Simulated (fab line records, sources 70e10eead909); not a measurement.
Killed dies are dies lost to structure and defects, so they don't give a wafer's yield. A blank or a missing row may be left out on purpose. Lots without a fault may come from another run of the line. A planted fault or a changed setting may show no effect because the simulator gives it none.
Which tool did it? | flow nand_harc | 11 lots, 33 wafers sampled, at 5 steps of a route of 1302

WHAT THE GAUGES READ, wafer by wafer
NHARC_END_SORT_01. Usual: defect_limited_yield 91.7 %, standard deviation 2.5; killed_at_array 52, standard deviation 18; killed_at_other 1.0, standard deviation 1.4; killed_at_periphery 3.1, standard deviation 2.3; killed_dies 56, standard deviation 17; killed_open 3.0, standard deviation 1.7; killed_short 2.5, standard deviation 1.7; sort_bin_2_pct 3.0 %, standard deviation 1.1; sort_bin_3_pct 0.6 %, standard deviation 0.36; sort_bin_4_pct 4.8 %, standard deviation 1.4; sort_n_pass 621, standard deviation 17; sort_rim_yield_pct 91 %, standard deviation 4.6; sort_yield_pct 91.7 %, standard deviation 2.5.
lot  | measured     | on        | defect_limited_yield (%) | killed_at_array | killed_at_other | killed_at_periphery | killed_dies | killed_open | killed_short | sort_bin_2_pct (%) | sort_bin_3_pct (%) | sort_bin_4_pct (%) | sort_n_pass | sort_rim_yield_pct (%) | sort_yield_pct (%) | flag
L928 | day 24 02:51 | prober-02 | 91.3 93.4 93.6           | 56 41 41        | 1 0 1           | 2 4 1               | 59 45 43    | 3 4 4       | 5 3 4        | 3.0 1.5 1.8        | 0.6 0.4 0.1        | 5.2 4.7 4.4        | 618 632 634 | 94 100 84              | 91.3 93.4 93.6     |
L929 | day 24 15:46 | prober-01 | 93.5 94.4 94.7           | 40 35 32        | 0 0 0           | 4 3 4               | 44 38 36    | 3 3 6       | 0 5 4        | 2.4 2.7 2.1        | 0.1 0 0.3          | 4.0 3.0 3.0        | 633 639 641 | 97 86 90               | 93.5 94.4 94.7     |
L934 | day 26 23:19 | prober-02 | 88.8 89.5 85.5           | 74 70 96        | 1 0 0           | 1 1 2               | 76 71 98    | 2 1 3       | 2 4 6        | 4.1 3.2 5.8        | 0.7 0.6 1.0        | 6.4 6.6 7.7        | 601 606 579 | 89 88 89               | 88.8 89.5 85.5     |
L938 | day 28 10:42 | prober-01 | 91.4 92.6 89.8           | 52 46 66        | 2 1 2           | 4 3 1               | 58 50 69    | 5 3 2       | 1 3 5        | 3.1 3.1 3.4        | 0.7 0 0.9          | 4.7 4.3 5.9        | 619 627 608 | 91 90 89               | 91.4 92.6 89.8     |
L940 | day 29 12:46 | prober-02 | 93.5 93.1 94.2           | 39 44 37        | 2 1 1           | 3 2 1               | 44 47 39    | 2 5 3       | 3 8 2        | 1.5 1.9 1.8        | 0.7 0.3 0.4        | 4.3 4.7 3.5        | 633 630 638 | 93 89 95               | 93.5 93.1 94.2     |
L941 | day 29 19:25 | prober-01 | 90.8 90.8 92.8           | 58 54 46        | 0 0 0           | 4 8 3               | 62 62 49    | 5 3 5       | 3 4 3        | 3.2 3.7 2.1        | 0.4 0.3 0.3        | 5.5 5.2 4.9        | 615 615 628 | 90 89 89               | 90.8 90.8 92.8     |
L944 | day 30 23:15 | prober-02 | 91.4 92.8 93.2           | 49 42 41        | 2 1 2           | 7 6 3               | 58 49 46    | 3 0 2       | 1 2 3        | 2.8 1.6 2.5        | 0.3 0.4 0.1        | 5.5 5.2 4.1        | 619 628 631 | 86 93 90               | 91.4 92.8 93.2     |
L945 | day 30 13:52 | prober-01 | 92.5 93.5 93.8           | 49 41 39        | 0 0 0           | 2 3 3               | 51 44 42    | 1 4 5       | 2 2 2        | 2.5 3.8 3.2        | 0.4 0.4 0.1        | 4.6 2.2 2.8        | 626 633 635 | 92 88 88               | 92.5 93.5 93.8     |
L948 | day 32 02:09 | prober-01 | 91.7 89.1 90.4           | 52 73 64        | 1 0 0           | 3 1 1               | 56 74 65    | 3 4 3       | 1 3 0        | 3.7 4.7 3.0        | 0.9 0.9 0.6        | 3.7 5.3 6.1        | 621 603 612 | 87 87 86               | 91.7 89.1 90.4     |
L950 | day 33 04:29 | prober-01 | 91.0 89.7 89.5           | 58 68 64        | 0 0 1           | 3 2 6               | 61 70 71    | 2 3 5       | 3 5 4        | 3.0 3.5 3.5        | 0.6 1.2 1.0        | 5.5 5.6 5.9        | 616 607 606 | 91 92 91               | 91.0 89.7 89.5     |
L951 | day 33 15:55 | prober-02 | 87.7 92.0 88.0           | 77 52 75        | 1 0 1           | 5 2 5               | 83 54 81    | 3 1 2       | 4 4 3        | 5.2 3.7 5.2        | 1.0 0.4 0.7        | 6.1 3.8 6.1        | 594 623 596 | 85 92 87               | 87.7 92.0 88.0     |

WHICH TOOL RAN EACH LOT (tool, then ch and the chambers of the sampled wafers, then the start)
lot  | NHARC_P_CONTACT_ETCH_31                       | NHARC_P_CONTACT_ALD_22              | NHARC_P_M0_EXPOSE_06               | NHARC_P_M0_ETCH_15
L928 | rie_diel-05 ch 0,1,3, day 5 22:11 or earlier  | ald_metal-02 ch 0,3, day 5 22:11    | arfi_scanner-01 ch 0, day 6 00:11  | rie_diel-02 ch 2,3, day 24 02:51 or earlier
L929 | rie_diel-05 ch 0,1,3, day 6 10:37 or earlier  | ald_metal-04 ch 0,1,3, day 6 10:37  | arfi_scanner-02 ch 0, day 6 12:37  | rie_diel-02 ch 0,1,2, day 24 15:46 or earlier
L934 | rie_diel-05 ch 1,2, day 8 14:10 or earlier    | ald_metal-01 ch 0,2,3, day 8 14:10  | arfi_scanner-03 ch 0, day 8 16:00  | rie_diel-13 ch 1,2,3, day 26 23:19 or earlier
L938 | rie_diel-03 ch 2,3, day 10 00:35 or earlier   | ald_metal-04 ch 1,2, day 10 00:35   | arfi_scanner-03 ch 0, day 10 02:35 | rie_diel-13 ch 0,2, day 28 10:42 or earlier
L940 | rie_diel-08 ch 0,2,3, day 10 22:16 or earlier | ald_metal-02 ch 1,2, day 10 22:16   | arfi_scanner-01 ch 0, day 11 00:24 | rie_diel-02 ch 0,1,3, day 29 12:46 or earlier
L941 | rie_diel-05 ch 0,1,2, day 11 21:29 or earlier | ald_metal-04 ch 0,1,2, day 11 21:29 | arfi_scanner-02 ch 0, day 11 23:30 | rie_diel-13 ch 2,3, day 29 19:25 or earlier
L944 | rie_diel-03 ch 0,1, day 12 18:15 or earlier   | ald_metal-02 ch 0,3, day 12 18:15   | arfi_scanner-01 ch 0, day 12 20:15 | rie_diel-02 ch 0,3, day 30 23:15 or earlier
L945 | rie_diel-08 ch 1,2, day 13 02:13 or earlier   | ald_metal-04 ch 0,1, day 13 02:13   | arfi_scanner-02 ch 0, day 13 04:14 | rie_diel-13 ch 0,2,3, day 30 13:52 or earlier
L948 | rie_diel-08 ch 1,3, day 14 06:41 or earlier   | ald_metal-04 ch 1,2,3, day 14 06:41 | arfi_scanner-01 ch 0, day 14 08:40 | rie_diel-13 ch 0,2, day 32 02:09 or earlier
L950 | rie_diel-08 ch 1,2, day 15 04:14 or earlier   | ald_metal-02 ch 0,1,3, day 15 04:14 | arfi_scanner-01 ch 0, day 15 06:14 | rie_diel-12 ch 1,2,3, day 33 04:29 or earlier
L951 | rie_diel-08 ch 1,2,3, day 15 15:47 or earlier | ald_metal-02 ch 0,1,2, day 15 15:47 | arfi_scanner-02 ch 0, day 15 17:47 | rie_diel-13 ch 0,1,3, day 33 15:55 or earlier
- NHARC_P_CONTACT_ETCH_31: etches the open film in CH3F/O2, target depth 30 nm, time 85.7 s.
- NHARC_P_CONTACT_ALD_22: deposits TiN, target thk 3 nm, pulse time 1 s, ald cycles 150.
- NHARC_P_M0_EXPOSE_06: exposes mask P M0, target cd 90 nm.
- NHARC_P_M0_ETCH_15: etches the open film in C4F8/Ar, target depth 150 nm, overetch 15 nm, time 82.5 s.

WHAT THE TOOLS THEMSELVES READ (means of the sampled wafers that have a number; where no wafer has one, the mark that the record gives instead)
NHARC_P_CONTACT_ETCH_31. Usual: bias_w 100.0 W, standard deviation 0.31; drypump_motor_current_A 5.7 A, standard deviation 0.33; oes_product_au 0.982 a.u., standard deviation 0.017; rf_vpp_V 244.6 V, standard deviation 1.7; showerhead_plenum_p_Torr 2.48 Torr, standard deviation 0.1; throttle_valve_pct 20.664 %, standard deviation 0.0088.
lot  | tool        | bias_w (W) | drypump_motor_current_A (A) | oes_product_au (a.u.) | rf_vpp_V (V) | showerhead_plenum_p_Torr (Torr) | throttle_valve_pct (%) | flag
L928 | rie_diel-05 | 99.7       | 5.9                         | 0.990                 | 243.9        | 2.48                            | 20.675                 |
L929 | rie_diel-05 | 99.9       | 5.9                         | 0.983                 | 244.5        | 2.48                            | 20.660                 |
L934 | rie_diel-05 | 100.0      | 6.0                         | 0.986                 | 243.9        | 2.44                            | 20.663                 |
L938 | rie_diel-03 | 100.1      | 5.4                         | 0.966                 | 243.1        | 2.40                            | 20.656                 |
L940 | rie_diel-08 | 100.3      | 5.5                         | 0.980                 | 245.1        | 2.47                            | 20.667                 |
L941 | rie_diel-05 | 100.2      | 5.9                         | 0.996                 | 243.8        | 2.41                            | 20.660                 |
L944 | rie_diel-03 | 100.0      | 5.8                         | 0.987                 | 246.2        | 2.55                            | 20.666                 |
L945 | rie_diel-08 | 100.3      | 5.6                         | 0.972                 | 244.6        | 2.56                            | 20.659                 |
L948 | rie_diel-08 | 100.2      | 5.6                         | 0.986                 | 244.4        | 2.46                            | 20.669                 |
L950 | rie_diel-08 | 100.2      | 5.4                         | 0.984                 | 246.2        | 2.58                            | 20.668                 |
L951 | rie_diel-08 | 100.0      | 5.5                         | 0.988                 | 245.2        | 2.49                            | 20.667                 |

NHARC_P_CONTACT_ALD_22. Usual: heater_power_w 1083 W, standard deviation 110; precursor_pulse_height_rel 0.998, standard deviation 0.019.
lot  | tool         | heater_power_w (W) | precursor_pulse_height_rel | flag
L928 | ald_metal-02 | 1178               | 0.998                      |
L929 | ald_metal-04 | 1024               | 0.985                      |
L934 | ald_metal-01 | 1087               | 0.992                      |
L938 | ald_metal-04 | 1001               | 1.008                      |
L940 | ald_metal-02 | 1097               | 1.015                      |
L941 | ald_metal-04 | 999                | 1.010                      |
L944 | ald_metal-02 | 1169               | 1.006                      |
L945 | ald_metal-04 | 998                | 1.023                      |
L948 | ald_metal-04 | 1027               | 0.999                      |
L950 | ald_metal-02 | 1139               | 1.002                      |
L951 | ald_metal-02 | 1181               | 0.992                      |

NHARC_P_M0_EXPOSE_06. Usual: exposure_dose_mJ_cm2 81.28, standard deviation 0.15.
lot  | tool            | exposure_dose_mJ_cm2 | flag
L928 | arfi_scanner-01 | 81.46                |
L929 | arfi_scanner-02 | 81.20                |
L934 | arfi_scanner-03 | 79.06                | OFF
L938 | arfi_scanner-03 | 79.28                | OFF
L940 | arfi_scanner-01 | 81.44                |
L941 | arfi_scanner-02 | 81.24                |
L944 | arfi_scanner-01 | 81.58                |
L945 | arfi_scanner-02 | 81.16                |
L948 | arfi_scanner-01 | 81.42                |
L950 | arfi_scanner-01 | 81.42                |
L951 | arfi_scanner-02 | 81.19                |

NHARC_P_M0_ETCH_15. Usual: bias_w 299.9 W, standard deviation 0.88; oes_product_au 0.960 a.u., standard deviation 0.02; rf_vpp_V 439.0 V, standard deviation 2.3.
lot  | tool        | bias_w (W) | oes_product_au (a.u.) | rf_vpp_V (V) | flag
L928 | rie_diel-02 | 298.5      | 0.951                 | 438.9        |
L929 | rie_diel-02 | 299.9      | 0.976                 | 440.0        |
L934 | rie_diel-13 | 300.4      | 0.965                 | 438.6        |
L938 | rie_diel-13 | 300.6      | 0.942                 | 438.0        |
L940 | rie_diel-02 | 299.5      | 0.974                 | 440.5        |
L941 | rie_diel-13 | 300.2      | 0.963                 | 438.7        |
L944 | rie_diel-02 | 300.1      | 0.959                 | 440.5        |
L945 | rie_diel-13 | 299.6      | 0.980                 | 438.2        |
L948 | rie_diel-13 | 300.4      | 0.921                 | 437.4        |
L950 | rie_diel-12 | 300.8      | 0.947                 | 441.6        |
L951 | rie_diel-13 | 299.6      | 0.967                 | 436.5        |

THE ANSWER, worked out from the rows above alone
Rule: a lot is off if the mean of its wafers that have a number lies more than 3 standard deviations from the usual mean. A lot without any number at a reading at which 4 lots or more have one is off too. The other lots that the step has rows for count as sound. The gauges are gone through in route order, then the tools' own readings, and for those a lot's mean is taken as printed above. The first step at which some lot is off is used, and at that step the reading that is off furthest; a lot without a number counts as furthest.
Off: L934, L938, at NHARC_P_M0_EXPOSE_06 (exposure_dose_mJ_cm2).
A tool fits if, at that step or a process step before it, it ran every lot that is off, and no sound lot after the first of them. NHARC_P_CONTACT_ETCH_31 gives no start for some lots, so the hours and the order of its lots are those of NHARC_P_CONTACT_ALD_22. One fits: arfi_scanner-03 at NHARC_P_M0_EXPOSE_06. It ran no sound lot before its first lot that is off in this sample, so the start can't be narrowed down.
The tool's own readings at NHARC_P_M0_EXPOSE_06 bear it out: on the lots that are off they differ by more than 5 times the standard deviation of the sound lots' means. exposure_dose_mJ_cm2 reads 79.17 there against 81.35 on the sound lots.

WHAT THE SIMULATOR HAD PUT IN
Process parameter drift: arfi_scanner-03, from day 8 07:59 on, at NHARC_P_M0_EXPOSE_06. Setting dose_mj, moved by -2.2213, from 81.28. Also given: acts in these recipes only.
Lots struck among those shown: L934, L938. The rule above found the same.
